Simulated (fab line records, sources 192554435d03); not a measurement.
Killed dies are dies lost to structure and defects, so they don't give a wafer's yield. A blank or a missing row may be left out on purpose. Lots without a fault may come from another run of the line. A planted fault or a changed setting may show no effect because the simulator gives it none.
fab line records | flow n5_finfet
record lots=7 wafers=21
route steps=1938 shown BEOL_M4@1053 BEOL_M5@1112 BEOL_M6@1239
start_h: hours from the record's first day to the start of the lot's first wafer shown | wait_h: hours since the lot's step before | " the same as in the row above | L1.1+2: a row that stands for several wafers | - no value, or no start given | * or withheld: withheld | < > ~ a bound
route shown NAME@n: a module of which the file shows steps, and the number in the route of the first | usual: mean/standard deviation of fault-free wafers | same: alike in all rows | chamber/n: place in a boat | sites: the reading at each site | _std_site: their standard deviation | _edge_site: outer sites' mean less inner sites' | radius_mm: how far each site lies from the wafer's centre | mask NAME#n: copy n | behind: the tool/chamber that last shaped the wafer | hold: why the lot was held/for how many hours/how that ended | device: the transistor (n, p or np) that didn't switch | end of line: the same wafers' tests at the end of the route | a step without rows: its recipe alone | killed: dies lost to structure and defects at the first sort, not the wafer's yield | map: a wafer's dies, x killed, . not, _ none there
set.NAME: the setting as run; set.NAME@STEP: as run at that earlier step | model.NAME: the simulator's own value behind a step, which no gauge read
lots whose settings were changed on purpose; a table a step, a row a wafer
## steps
# step N5_BEOL_M4_EXPOSE_25
# recipe mask_id=V3 na=0.33 source_shape=quasar sigma_inner=0.2 sigma_outer=0.8 polarization=unpolarized defocus_nm=5 dose_mj=63
# columns lot.wafer tool chamber start_h wait_h mask set.dose_mj
L077.2+4+6 euv_scanner-01 0 176.00 - V3#0 63
L078.3+6 euv_scanner-01 0 176.18 - V3#0 63
L078.5 " 0 " " V3#0 64.96
L083.3 euv_scanner-02 0 212.28 - V3#0 67.1
L083.4+5 " 0 " " V3#0 63
L085.2 euv_scanner-02 0 221.57 - V3#0 67.33
L085.3+5 " 0 " " V3#0 63
L086.3 euv_scanner-01 0 230.45 - V3#0 65.41
L086.4+6 " 0 " " V3#0 63
L089.3+5+6 euv_scanner-01 0 261.85 - V3#0 63
L097.1+4+5 euv_scanner-02 0 314.47 - V3#0 63
# step N5_BEOL_M4_PEB_26
# recipe peb_temp_c=100 peb_time_s=60 resist=CAR-EUV
# step N5_BEOL_M4_DEVELOP_27
# recipe develop_time_s=30 developer=TMAH resist=CAR-EUV rinse_liquid=surfactant_rinse dry=air_spin dev_temp_c=23
# columns lot.wafer tool chamber start_h wait_h set.spin_rpm@BEOL_M4_COAT_22 model.CAR-EUV_of_BEOL_M4_COAT_22.thk_nm
L077.2 litho_track-04 0 - - 1500 29.4
L077.4+6 " 0 " " 1500 29.6
L078.3+5 litho_track-02 0 - - 1597 28.6
L078.6 " 0 " " 1500 29.4
L083.3 litho_track-02 0 - - 1333 31.2
L083.4 " 0 " " 1333 31.4
L083.5 " 0 " " 1500 29.4
L085.2 litho_track-04 0 - - 1500 29.4
L085.3+5 " 0 " " 1500 29.6
L086.3 litho_track-01 0 - - 1500 29.6
L086.4 " 0 " " 1336 31.2
L086.6 " 0 " " 1500 29.4
L089.3+5+6 litho_track-01 0 - - 1500 29.6
L097.1 litho_track-02 0 - - 1598 28.8
L097.4 " 0 " " 1500 29.6
L097.5 " 0 " " 1598 28.6
# step N5_BEOL_M4_CD_MEAS_28
# recipe target_cd_nm=26.2 landing_energy_ev=500 detector=se_inlens target_cd_y_nm=24.1 polarity=opening
# usual cd_nm=26.18/0.23
# columns lot.wafer tool chamber start_h wait_h set.dose_mj@BEOL_M4_EXPOSE_25 cd_nm
L077.2 cd_sem-03 0 176.13 - 63 26.29
L077.4 " 0 " " 63 26.02
L077.6 " 0 " " 63 26.34
L078.3 cd_sem-01 0 176.31 - 63 26.26
L078.5 " 0 " " 64.96 26.76
L078.6 " 0 " " 63 26.11
L083.3 cd_sem-01 0 212.41 - 67.1 27.19
L083.4 " 0 " " 63 26.55
L083.5 " 0 " " 63 26.18
L085.2 cd_sem-03 0 221.71 - 67.33 26.97
L085.3 " 0 " " 63 25.86
L085.5 " 0 " " 63 25.77
L086.3 cd_sem-02 0 230.58 - 65.41 26.98
L086.4 " 0 " " 63 25.87
L086.6 " 0 " " 63 26.17
L089.3 cd_sem-02 0 261.98 - 63 26.47
L089.5 " 0 " " 63 26.05
L089.6 " 0 " " 63 26.23
L097.1 cd_sem-02 0 314.62 - 63 26.29
L097.4 " 0 " " 63 26.35
L097.5 " 0 " " 63 26.40
# step N5_BEOL_M5_ILD_DEP_00
# recipe material=SiCOH_lowk target_thk_a=1406.4 temp_c=300 precursor=DEMS/porogen pressure_torr=5 rf_w=500 time_s=25.9
# columns lot.wafer tool chamber start_h wait_h set.temp_c model.SiCOH_lowk_of_BEOL_M5_ILD_DEP_00.thk_nm
L077.2 pecvd-04 2 185.63 0.7 300 141.4
L077.4 " 2 " " 300 142.2
L077.6 " 0 " " 300 140.6
L078.3 pecvd-03 0 191.96 0.5 296.5 142.2
L078.5 " 1 " " 300 142.4
L078.6 " 2 " " 296.5 146
L083.3 pecvd-01 2 243.45 0.5 300 140.2
L083.4 " 1 " " 294.3 145.4
L083.5 " 2 " " 300 140.4
L085.2 pecvd-04 1 256.55 0.7 304.3 136.4
L085.3 " 2 " " 304.3 136.6
L085.5 " 1 " " 300 141
L086.3 pecvd-04 2 261.09 0.5 305.7 137
L086.4 " 2 " " 305.7 138.2
L086.6 " 0 " " 300 141.6
L089.3 pecvd-01 1 287.34 0.5 300 140.8
L089.5 " 1 " " 300 142.2
L089.6 " 0 " " 294.5 148.4
L097.1 pecvd-03 2 327.35 0.8 300 139
L097.4 " 0 " " 300 141.6
L097.5 " 1 " " 300 143.6
# step N5_BEOL_M5_COAT_60
# recipe resist=SiARC temp_c=220 time_s=60 spin_rpm=1500 resist_thk_nm=12
# columns lot.wafer tool chamber start_h wait_h set.spin_rpm model.SiARC_of_BEOL_M5_COAT_60.thk_nm
L077.2+4+6 litho_track-05 0 - - 1500 12
L078.3+5+6 litho_track-04 0 - - 1500 12
L083.3 litho_track-05 0 - - 1557 11.8
L083.4+5 " 0 " " 1500 12
L085.2+3+5 litho_track-04 0 - - 1361 12.6
L086.3 litho_track-04 0 - - 1500 12
L086.4+6 " 0 " " 1359 12.6
L089.3+5 litho_track-03 0 - - 1500 12
L089.6 " 0 " " 1431 12.4
L097.1+4 litho_track-04 0 - - 1500 12
L097.5 " 0 " " 1448 12.2
# step N5_BEOL_M5_COAT_71
# recipe resist=underlayer temp_c=205 time_s=60 spin_rpm=1500 resist_thk_nm=5
# step N5_BEOL_M5_COAT_05
# recipe resist=CAR-EUV spin_rpm=1500 resist_thk_nm=30
# step N5_BEOL_M5_DESCUM_16
# recipe chemistry=O2 time_s=7 source_power_w=50 bias_power_w=20 pressure_mtorr=20 rf_frequency_hz=2.712e+07 temp_c=40 resist=CAR-EUV o2_flow_sccm=225
# step N5_BEOL_M5_ETCH_72
# recipe chemistry=N2/H2 target=underlayer target_depth_a=65 mask_material=CAR-EUV time_s=5.2 ion_energy_ev=200 pressure_mtorr=30 source_w=840 bias_w=150 n2_flow_sccm=200 h2_flow_sccm=200 ends=cleared
# step N5_BEOL_M5_ETCH_61
# recipe chemistry=CF4 target=SiARC target_depth_a=156 mask_material=CAR-EUV time_s=26 ion_energy_ev=80 pressure_mtorr=40 source_w=545 bias_w=36 Ar_flow_sccm=100 cf4_flow_sccm=100 ends=cleared
# columns lot.wafer tool chamber start_h wait_h set.spin_rpm@BEOL_M5_COAT_60 model.etch.depth_nm
L077.2+4 rie_diel-04 2,0 188.93 0.0 1500 11.99
L077.6 " 0 " " 1500 12
L078.3 rie_diel-01 3 195.81 0.0 1500 11.96
L078.5 " 1 " " 1500 11.98
L078.6 " 2 " " 1500 12.01
L083.3 rie_diel-01 3 245.85 0.0 1557 11.74
L083.4 " 0 " " 1500 11.99
L083.5 " 2 " " 1500 11.98
L085.2 rie_diel-03 2 258.37 0.0 1361 12.57
L085.3 " 0 " " 1361 12.6
L085.5 " 0 " " 1361 12.59
L086.3 rie_diel-04 1 265.77 0.0 1500 12.02
L086.4 " 2 " " 1359 12.62
L086.6 " 2 " " 1359 12.66
L089.3 rie_diel-03 1 288.71 0.0 1500 12.04
L089.5 " 1 " " 1500 12.03
L089.6 " 2 " " 1431 12.34
L097.1 rie_diel-03 0 331.11 0.0 1500 11.99
L097.4 " 0 " " 1500 12
L097.5 " 2 " " 1448 12.2
# step N5_BEOL_M5_COAT_66
# recipe resist=SiARC temp_c=220 time_s=60 spin_rpm=1500 resist_thk_nm=12
# columns lot.wafer tool chamber start_h wait_h set.spin_rpm model.SiARC_of_BEOL_M5_COAT_66.thk_nm
L077.2+4+6 litho_track-05 0 - - 1500 12
L078.3 litho_track-04 0 - - 1500 12
L078.5 " 0 " " 1344 12.6
L078.6 " 0 " " 1344 12.8
L083.3+4 litho_track-05 0 - - 1500 12
L083.5 " 0 " " 1612 11.6
L085.2 litho_track-05 0 - - 1644 11.4
L085.3+5 " 0 " " 1500 12
L086.3 litho_track-03 0 - - 1500 12
L086.4+6 " 0 " " 1447 12.2
L089.3+5+6 litho_track-03 0 - - 1500 12
L097.1 litho_track-04 0 - - 1550 11.8
L097.4+5 " 0 " " 1500 12
# step N5_BEOL_M5_COAT_74
# recipe resist=underlayer temp_c=205 time_s=60 spin_rpm=1500 resist_thk_nm=5
# columns lot.wafer tool chamber start_h wait_h set.spin_rpm
L077.2+4+6 litho_track-05 0 - - 1500
L078.3+5 litho_track-04 0 - - 1500
L078.6 " 0 " " 1588
L083.3+4+5 litho_track-05 0 - - 1500
L085.2+3 litho_track-05 0 - - 1373
L085.5 " 0 " " 1500
L086.3+6 litho_track-03 0 - - 1353
L086.4 " 0 " " 1500
L089.3+6 litho_track-03 0 - - 1449
L089.5 " 0 " " 1500
L097.1 litho_track-04 0 - - 1593
L097.4+5 " 0 " " 1500
# step N5_BEOL_M5_COAT_22
# recipe resist=CAR-EUV spin_rpm=1500 resist_thk_nm=30
# step N5_BEOL_M5_EBR_24
# recipe solvent=PGMEA ebr_width_mm=1.5
# step N5_BEOL_M5_DESCUM_33
# recipe chemistry=O2 time_s=7 source_power_w=50 bias_power_w=20 pressure_mtorr=20 rf_frequency_hz=2.712e+07 temp_c=40 resist=CAR-EUV o2_flow_sccm=225
# step N5_BEOL_M5_ETCH_75
# recipe chemistry=N2/H2 target=underlayer target_depth_a=65 mask_material=CAR-EUV time_s=5.2 ion_energy_ev=200 pressure_mtorr=30 source_w=840 bias_w=150 n2_flow_sccm=200 h2_flow_sccm=200 ends=cleared
# columns lot.wafer tool chamber start_h wait_h set.spin_rpm@BEOL_M5_COAT_74 model.etch.depth_nm
L077.2 rie_diel-01 3 190.25 0.0 1500 4.989
L077.4 " 1 " " 1500 5.009
L077.6 " 0 " " 1500 4.997
L078.3 rie_diel-01 1 196.65 0.0 1500 5
L078.5 " 1 " " 1500 5.009
L078.6 " 3 " " 1588 4.855
L083.3+4 rie_diel-04 1,0 247.02 0.0 1500 4.967
L083.5 " 3 " " 1500 4.982
L085.2 rie_diel-04 1 259.96 0.0 1373 5.226
L085.3 " 3 " " 1373 5.195
L085.5 " 1 " " 1500 4.99
L086.3 rie_diel-01 2 266.67 0.0 1353 5.268
L086.4 " 1 " " 1500 4.997
L086.6 " 0 " " 1353 5.275
L089.3 rie_diel-04 0 290.25 0.0 1449 5.093
L089.5 " 0 " " 1500 4.982
L089.6 " 3 " " 1449 5.081
L097.1 rie_diel-04 0 333.13 0.0 1593 4.872
L097.4 " 2 " " 1500 5.009
L097.5 " 0 " " 1500 5.028
# step N5_BEOL_M5_ETCH_67
# recipe chemistry=CF4 target=SiARC target_depth_a=156 mask_material=CAR-EUV time_s=26 ion_energy_ev=80 pressure_mtorr=40 source_w=545 bias_w=36 Ar_flow_sccm=100 cf4_flow_sccm=100 ends=cleared
# columns lot.wafer tool chamber start_h wait_h set.spin_rpm@BEOL_M5_COAT_66 model.etch.depth_nm
L077.2 rie_diel-01 3 190.27 0.0 1500 11.99
L077.4 " 1 " " 1500 12.01
L077.6 " 0 " " 1500 11.97
L078.3 rie_diel-01 1 196.67 0.0 1500 12.04
L078.5 " 1 " " 1344 12.67
L078.6 " 3 " " 1344 12.72
L083.3+4 rie_diel-04 1,0 247.03 0.0 1500 11.94
L083.5 " 3 " " 1612 11.52
L085.2 rie_diel-04 1 259.98 0.0 1644 11.41
L085.3 " 3 " " 1500 11.98
L085.5 " 1 " " 1500 11.97
L086.3 rie_diel-01 2 266.69 0.0 1500 12.03
L086.4 " 1 " " 1447 12.22
L086.6 " 0 " " 1447 12.23
L089.3 rie_diel-04 0 290.27 0.0 1500 12.04
L089.5 " 0 " " 1500 12.03
L089.6 " 3 " " 1500 12.05
L097.1 rie_diel-04 0 333.14 0.0 1550 11.78
L097.4 " 2 " " 1500 11.97
L097.5 " 0 " " 1500 11.99
# step N5_BEOL_M6_TRENCH_ETCH_37
# recipe chemistry=C4F6/O2 target_depth_a=944.35 target=SiCOH_lowk time_s=31.5 ion_energy_ev=250 pressure_mtorr=30 source_w=345 bias_w=185 Ar_flow_sccm=300 C4F6_flow_sccm=10 O2_flow_sccm=10
# columns lot.wafer tool chamber start_h wait_h set.time_s model.BEOL_M6.feature_depth_nm model.etch.depth_nm
L077.2 rie_diel-02 2 - - 31.5 92.8 92.83
L077.4 " 1 " " 31.5 95 95.07
L077.6 " 3 " " 31.5 93.6 93.55
L078.3 rie_diel-06 3 - - 26.18 77.2 77.24
L078.5 " 2 " " 31.5 90.2 90.14
L078.6 " 3 " " 26.18 77.4 77.43
L083.3 rie_diel-05 2 - - 31.5 91.6 91.61
L083.4 " 0 " " 31.5 95.8 95.77
L083.5 " 2 " " 27.03 78.6 78.55
L085.2 rie_diel-06 1 - - 31.5 93.8 93.74
L085.3 " 2 " " 31.5 90.2 90.14
L085.5 " 0 " " 31.5 92.2 92.29
L086.3 rie_diel-06 0 - - 31.5 92.2 92.19
L086.4 " 1 " " 24.52 73.4 73.36
L086.6 " 0 " " 24.52 72 72.01
L089.3 rie_diel-05 3 - - 31.5 94 94.09
L089.5 " 1 " " 31.5 92.8 92.85
L089.6 " 2 " " 29.62 87 86.93
L097.1 rie_diel-05 3 - - 31.5 92.8 92.7
L097.4 " 3 " " 31.5 92.8 92.88
L097.5 " 0 " " 31.5 97.4 97.48
# step N5_BEOL_M6_ETCH_41
# recipe chemistry=CH3F/O2 target=SiCN target_depth_a=297 taper_deg=2 time_s=52 ion_energy_ev=120 mask_material=TiN pressure_mtorr=30 source_w=395 bias_w=75 Ar_flow_sccm=150 CH3F_flow_sccm=30 O2_flow_sccm=20
# step N5_BEOL_M6_STRIP_80
# recipe chemistry=N2/H2 time_s=10 power_w=450 temp_c=40 pressure_mtorr=20 rf_frequency_hz=6e+07 bias_power_w=7 n2_flow_sccm=200 h2_flow_sccm=200
# step N5_BEOL_M6_OCD_MEAS_38
# usual trench_depth_nm=93.4/1.8
# columns lot.wafer tool chamber start_h wait_h set.time_s@BEOL_M6_TRENCH_ETCH_37 trench_depth_nm
L077.2 ocd-02 - 205.59 - 31.5 92.7
L077.4 " - " " 31.5 94.9
L077.6 " - " " 31.5 93.4
L078.3 ocd-02 - 214.93 - 26.18 77.9
L078.5 " - " " 31.5 90.4
L078.6 " - " " 26.18 77.3
L083.3 ocd-02 - 259.90 - 31.5 91.7
L083.4 " - " " 31.5 95.9
L083.5 " - " " 27.03 78.1
L085.2 ocd-02 - 273.81 - 31.5 93.8
L085.3 " - " " 31.5 90.5
L085.5 " - " " 31.5 92.0
L086.3 ocd-02 - 281.95 - 31.5 92.0
L086.4 " - " " 24.52 73.9
L086.6 " - " " 24.52 71.6
L089.3 ocd-02 - 302.47 - 31.5 93.9
L089.5 " - " " 31.5 92.9
L089.6 " - " " 29.62 87.0
L097.1 ocd-02 - 346.59 - 31.5 92.5
L097.4 " - " " 31.5 93.3
L097.5 " - " " 31.5 98.0
# step N5_BEOL_M6_HM_STRIP_39
# recipe chemistry=peroxide_tin_strip material=TiN target_depth_a=250 temp_c=50 time_s=158
# step N5_BEOL_M6_SRD_40
# recipe time_s=30 temp_c=23 rinse_liquid=diw dry=ipa_marangoni
# step N5_BEOL_M6_ECD_50
# recipe material=Cu target_thk_a=3000
# step N5_BEOL_M6_ANNEAL_51
# recipe temp_c=225 time_s=90 ambient=N2
# step N5_BEOL_M6_CMP_52
# recipe stop_on=SiCOH_lowk t_overpolish_s=6.9 down_force_psi=1 platen_rpm=50 clearing_platen_down_force_psi=1.5 clearing_platen_rpm=50 post_cmp_clean=cu_alkaline target_thk_nm=80 clearing_platen_pad_velocity_m_s=0.99484 pad_velocity_m_s=0.99484
# columns lot.wafer tool chamber start_h wait_h set.time_s@BEOL_M6_TRENCH_ETCH_37 model.Cu_of_BEOL_M6_ECD_50.thk_nm
L077.2 cmp-04 3 208.96 0.3 31.5 78.8
L077.4 " 0 " " 31.5 81.8
L077.6 " 2 " " 31.5 80.2
L078.3 cmp-04 3 216.83 0.2 26.18 62.6
L078.6 " 3 " " 26.18 63
L078.5 " 0 " " 31.5 76
L083.3 cmp-03 3 261.65 0.2 31.5 76
L083.4 " 0 " " 31.5 80.6
L083.5 " 0 " " 27.03 63.8
L085.3 cmp-03 3 276.51 0.3 31.5 74.8
L085.2 " 0 " " 31.5 78
L085.5 " 1 " " 31.5 78.4
L086.3 cmp-01 3 283.67 0.2 31.5 78.6
L086.4 " 1 " " 24.52 59.6
L086.6 " 3 " " 24.52 57.4
L089.3 cmp-03 2 305.34 0.2 31.5 81
L089.5 " 2 " " 31.5 78.6
L089.6 " 3 " " 29.62 72.6
L097.4 cmp-03 0 348.93 0.2 31.5 77.2
L097.1 " 1 " " 31.5 77.6
L097.5 " 0 " " 31.5 82.6
# step N5_BEOL_M6_THK_MEAS_53
# recipe thk_meas_gauge=xrf reads=Cu_of_BEOL_M6_ECD_50
# usual M6_THK=79.8/2.1
# columns lot.wafer tool chamber start_h wait_h set.time_s@BEOL_M6_TRENCH_ETCH_37 M6_THK[nm]
L077.2 film_metro-02 - 209.18 - 31.5 80.3
L077.4 " - " " 31.5 82.9
L077.6 " - " " 31.5 81.5
L078.3 film_metro-02 - 217.13 - 26.18 63.3
L078.5 " - " " 31.5 76.6
L078.6 " - " " 26.18 63.8
L083.3 film_metro-02 - 261.94 - 31.5 76.2
L083.4 " - " " 31.5 80.9
L083.5 " - " " 27.03 64.3
L085.2 film_metro-02 - 276.73 - 31.5 78.8
L085.3 " - " " 31.5 75.1
L085.5 " - " " 31.5 79.1
L086.3 film_metro-02 - 283.97 - 31.5 79.0
L086.4 " - " " 24.52 60.0
L086.6 " - " " 24.52 57.7
L089.3 film_metro-01 - 305.64 - 31.5 81.9
L089.5 " - " " 31.5 79.6
L089.6 " - " " 29.62 73.6
L097.1 film_metro-01 - 349.19 - 31.5 78.3
L097.4 " - " " 31.5 77.9
L097.5 " - " " 31.5 83.5
# step N5_BEOL_M6_PRE_CLEAN_55
# recipe gas=NH3 time_s=15 temp_c=withheld rf_power_w=300
# step N5_BEOL_M6_DEP_56
# recipe material=SiCN target_thk_a=100 temp_c=withheld precursor=3MS/NH3 pressure_torr=3 rf_w=202 time_s=17.5
# step N5_BEOL_M6_RS_MEAS_57
# recipe thk_meas_gauge=four-point-probe reads=Cu_of_BEOL_M6_ECD_50+Co_of_BEOL_M6_CVD_78+TaN_of_BEOL_M6_ALD_77
# usual M6_RS=0.290/0.0087
# columns lot.wafer tool chamber start_h wait_h set.time_s@BEOL_M6_TRENCH_ETCH_37 M6_RS[ohm/sq]
L077.2 film_metro-02 - 209.31 0.1 31.5 0.291
L077.4 " - " " 31.5 0.278
L077.6 " - " " 31.5 0.284
L078.3 film_metro-02 - 217.48 0.3 26.18 0.383
L078.5 " - " " 31.5 0.304
L078.6 " - " " 26.18 0.381
L083.3 film_metro-01 - 262.07 0.1 31.5 0.304
L083.4 " - " " 31.5 0.284
L083.5 " - " " 27.03 0.376
L085.2 film_metro-02 - 276.86 0.1 31.5 0.294
L085.3 " - " " 31.5 0.310
L085.5 " - " " 31.5 0.293
L086.3 film_metro-01 - 284.10 0.1 31.5 0.292
L086.4 " - " " 24.52 0.407
L086.6 " - " " 24.52 0.427
L089.3 film_metro-01 - 305.77 0.1 31.5 0.282
L089.5 " - " " 31.5 0.292
L089.6 " - " " 29.62 0.321
L097.1 film_metro-01 - 349.35 0.1 31.5 0.297
L097.4 " - " " 31.5 0.299
L097.5 " - " " 31.5 0.276
## key
split step=N5_BEOL_M4_EXPOSE_25 setting=dose_mj stated=63 by=wafer
response step=N5_BEOL_M4_CD_MEAS_28 reading=cd_nm change=+0.165 per=1% r=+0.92
split step=N5_BEOL_M5_ILD_DEP_00 setting=temp_c stated=300 by=wafer
response step=N5_BEOL_M5_ILD_DEP_00 reading=model.SiCOH_lowk_of_BEOL_M5_ILD_DEP_00.thk_nm change=-2.74 per=1% r=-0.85
split step=N5_BEOL_M5_COAT_60 setting=spin_rpm stated=1500 by=wafer
response step=N5_BEOL_M5_COAT_60 reading=model.SiARC_of_BEOL_M5_COAT_60.thk_nm change=-0.0657 per=1% r=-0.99
response step=N5_BEOL_M5_ETCH_61 reading=model.etch.depth_nm change=-0.0649 per=1% r=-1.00
split step=N5_BEOL_M5_COAT_66 setting=spin_rpm stated=1500 by=wafer
response step=N5_BEOL_M5_COAT_66 reading=model.SiARC_of_BEOL_M5_COAT_66.thk_nm change=-0.0622 per=1% r=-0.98
response step=N5_BEOL_M5_ETCH_67 reading=model.etch.depth_nm change=-0.0602 per=1% r=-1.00
split step=N5_BEOL_M5_COAT_74 setting=spin_rpm stated=1500 by=wafer
response step=N5_BEOL_M5_ETCH_75 reading=model.etch.depth_nm change=-0.0265 per=1% r=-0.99
split step=N5_BEOL_M6_TRENCH_ETCH_37 setting=time_s stated=31.5 by=wafer
response step=N5_BEOL_M6_TRENCH_ETCH_37 reading=model.BEOL_M6.feature_depth_nm change=+0.891 per=1% r=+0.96
response step=N5_BEOL_M6_TRENCH_ETCH_37 reading=model.etch.depth_nm change=+0.891 per=1% r=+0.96
response step=N5_BEOL_M6_OCD_MEAS_38 reading=trench_depth_nm change=+0.891 per=1% r=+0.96
response step=N5_BEOL_M6_CMP_52 reading=model.Cu_of_BEOL_M6_ECD_50.thk_nm change=+0.905 per=1% r=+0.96
response step=N5_BEOL_M6_THK_MEAS_53 reading=M6_THK change=+0.902 per=1% r=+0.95
response step=N5_BEOL_M6_RS_MEAS_57 reading=M6_RS change=-0.00538 per=1% r=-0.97
split outside_this_file step=N5_BEOL_M4_COAT_22 setting=spin_rpm
# split outside_this_file: this setting was split too, and the file shows its column; the key of that split is in another file
